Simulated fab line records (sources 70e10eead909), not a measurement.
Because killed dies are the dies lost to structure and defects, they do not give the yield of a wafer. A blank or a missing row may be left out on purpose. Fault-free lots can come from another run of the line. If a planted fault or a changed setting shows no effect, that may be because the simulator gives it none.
The tool behind it: which one? ; flow nand-harc ; 18 wafers from 6 lots sampled at 5 of the route's 1159 steps

## WHAT THE GAUGES SHOWED, per wafer
NHARC_END_SORT_01.
lot;measured;on;defect-limited-yield (%)
L397;day 25 03:16;prober-01;0 0 0

## TOOL THAT RAN EACH LOT (tool first, then ch and the chambers of the sampled wafers, then the start)
lot;NHARC_A_BONDPAD_CMP_29;NHARC_A_BONDPAD_ETCH_12;NHARC_A_BONDPAD_ETCH_24;NHARC_THIN_TSV_ECD_20
L375;cmp-01 ch 0,1, day 18 06:10;rie-diel-04 ch 0,1,2, day 19 07:00 or earlier;rie-diel-09 ch 0,2,3, day 19 07:00 or earlier;ecd-cu-01 ch 0,1, day 19 07:00
L382;cmp-04 ch 0,2, day 19 11:35;rie-diel-04 ch 2,3, day 20 07:47 or earlier;rie-diel-09 ch 0,2,3, day 20 07:47 or earlier;ecd-cu-01 ch 1, day 20 07:47
L383;cmp-01 ch 0,1,2, day 20 10:59;rie-diel-07 ch 1,2,3, day 21 13:35 or earlier;rie-diel-09 ch 0,1,2, day 21 13:35 or earlier;ecd-cu-01 ch 0,1, day 21 13:35
L388;cmp-04 ch 1,2,3, day 21 23:32;rie-diel-09 ch 2,3, day 22 19:01 or earlier;rie-diel-09 ch 2,3, day 22 19:01 or earlier;ecd-cu-01 ch 0,1, day 22 19:01
L391;cmp-04 ch 0,1, day 22 00:42;rie-diel-09 ch 0,1, day 22 21:38 or earlier;rie-diel-09 ch 0,1,2, day 22 21:38 or earlier;ecd-cu-01 ch 0,1, day 22 21:38
L397;cmp-01 ch 1,2,3, day 23 17:58;rie-diel-09 ch 2,3, day 24 14:31 or earlier;rie-diel-04 ch 0,3, day 24 14:31 or earlier;ecd-cu-02 ch 0,1, day 24 14:31
- NHARC_A_BONDPAD_CMP_29: polishes SiCN, target thk 200 nm.
- NHARC_A_BONDPAD_ETCH_12: etches the open film in CHF3/O2, target depth 220 nm, time 110 s.
- NHARC_A_BONDPAD_ETCH_24: etches the open film in CF4/N2, target depth 30 nm, time 72.99 s.
- NHARC_THIN_TSV_ECD_20: material Cu, target thk 2000 nm.

## THE ANSWER, worked out from the rows above alone
Rule: the lots themselves supply what counts as usual. Put in order of their means at a reading, lots are off if they are a third of the lots or fewer, leave a main group of 4 or more, and stand apart from it by a gap of 3 or more times the standard deviation of the main group's means; of several such gaps the widest counts. Not used: any main group whose means are identical at the precision the tables above print for the reading. Also off: a lot with no number at a reading for which 4 or more lots have one. Where the step has rows for the other lots, those lots are counted as sound.
No lot is off on any of the readings shown, so nothing can be concluded from this.

## WHAT THE SIMULATOR HAD PUT IN
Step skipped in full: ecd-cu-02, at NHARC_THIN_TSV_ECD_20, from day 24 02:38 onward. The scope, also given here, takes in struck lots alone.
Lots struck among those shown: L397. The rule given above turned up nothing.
